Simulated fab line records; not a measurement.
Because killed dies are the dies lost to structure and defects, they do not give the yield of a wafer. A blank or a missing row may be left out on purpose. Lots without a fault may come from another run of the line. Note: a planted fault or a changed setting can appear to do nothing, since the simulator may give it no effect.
Matching of chambers || flow nand_harc || NHARC_P_ZERO_WELL_ETCH_63 on rie_si-04 has 4 sister chambers
The step etches the open film in HBr/Cl2, target depth 120 nm, time 40.1 s. 14 wafers are shown with their chamber, then 7 later ones without.

== WAFERS, EACH WITH ITS CHAMBER ==
{"wafer": "L401.1", "chamber": 3, "oes_product_au (a.u.)": 1.004, "throttle_valve_pct (%)": 26.402}
{"wafer": "L401.4", "chamber": 2, "oes_product_au (a.u.)": 1.013, "throttle_valve_pct (%)": 26.407}
{"wafer": "L401.5", "chamber": 2, "oes_product_au (a.u.)": 1.020, "throttle_valve_pct (%)": 26.401}
{"wafer": "L402.2", "chamber": 0, "oes_product_au (a.u.)": 1.004, "throttle_valve_pct (%)": 26.425}
{"wafer": "L402.3", "chamber": 1, "oes_product_au (a.u.)": 1.000, "throttle_valve_pct (%)": 26.411}
{"wafer": "L402.5", "chamber": 0, "oes_product_au (a.u.)": 0.998, "throttle_valve_pct (%)": 26.407}
{"wafer": "L403.1", "chamber": 0, "oes_product_au (a.u.)": 1.008, "throttle_valve_pct (%)": 26.422}
{"wafer": "L403.2", "chamber": 1, "oes_product_au (a.u.)": 1.004, "throttle_valve_pct (%)": 26.402}
{"wafer": "L403.3", "chamber": 2, "oes_product_au (a.u.)": 1.014, "throttle_valve_pct (%)": 26.414}
{"wafer": "L405.1", "chamber": 1, "oes_product_au (a.u.)": 1.005, "throttle_valve_pct (%)": 26.387}
{"wafer": "L405.2", "chamber": 0, "oes_product_au (a.u.)": 1.008, "throttle_valve_pct (%)": 26.405}
{"wafer": "L405.3", "chamber": 3, "oes_product_au (a.u.)": 1.010, "throttle_valve_pct (%)": 26.403}
{"wafer": "L420.1", "chamber": 0, "oes_product_au (a.u.)": 0.988, "throttle_valve_pct (%)": 26.405}
{"wafer": "L420.4", "chamber": 1, "oes_product_au (a.u.)": 0.990, "throttle_valve_pct (%)": 26.410}

SIGNATURES (averages over the wafers above)
{"reading": "oes_product_au", "chamber 0": 1.00120, "chamber 1": 0.99975, "chamber 2": 1.01567, "chamber 3": 1.00700, "scatter within a chamber": 0.00687}
{"reading": "throttle_valve_pct", "chamber 0": 26.41280, "chamber 1": 26.40250, "chamber 2": 26.40733, "chamber 3": 26.40250, "scatter within a chamber": 0.00918}
Rule: for a wafer and a chamber, the distance is found by dividing, reading by reading, the gap between the wafer's reading and the chamber's mean by the reading's scatter, squaring, summing and taking the root. The wafer belongs to the nearest chamber; if the next one is less than 2 further off, it can't be placed. The scatter: the root of (the sum of the squares of (reading less its chamber's mean) over the shown wafers, divided by (wafers less chambers)).

== WAFERS WHOSE CHAMBER IS MISSING ==
{"wafer": "L420.6", "oes_product_au (a.u.)": 0.997, "throttle_valve_pct (%)": 26.415}
{"wafer": "L422.1", "oes_product_au (a.u.)": 1.004, "throttle_valve_pct (%)": 26.413}
{"wafer": "L422.2", "oes_product_au (a.u.)": 1.001, "throttle_valve_pct (%)": 26.394}
{"wafer": "L422.4", "oes_product_au (a.u.)": 0.998, "throttle_valve_pct (%)": 26.412}
{"wafer": "L423.2", "oes_product_au (a.u.)": 0.995, "throttle_valve_pct (%)": 26.413}
{"wafer": "L423.3", "oes_product_au (a.u.)": 0.999, "throttle_valve_pct (%)": 26.400}
{"wafer": "L423.4", "oes_product_au (a.u.)": 1.009, "throttle_valve_pct (%)": 26.406}

== EACH ONE'S CHAMBER ==
{"wafer": "L420.6", "from the rows above": "can't be placed: 0 or 1 or 3", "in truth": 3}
{"wafer": "L422.1", "from the rows above": "can't be placed: 0 or 3 or 1 or 2", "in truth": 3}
{"wafer": "L422.2", "from the rows above": "can't be placed: 1 or 3 or 0 or 2", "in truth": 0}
{"wafer": "L422.4", "from the rows above": "can't be placed: 0 or 1 or 3", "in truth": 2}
{"wafer": "L423.2", "from the rows above": "can't be placed: 0 or 1 or 3", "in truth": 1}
{"wafer": "L423.3", "from the rows above": "can't be placed: 1 or 3 or 0", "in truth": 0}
{"wafer": "L423.4", "from the rows above": "can't be placed: 3 or 2 or 0 or 1", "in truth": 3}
0 of 7 placed correctly. Not placeable from these rows: 7 (in 6, the candidates include the true chamber). Number placed wrongly: 0.
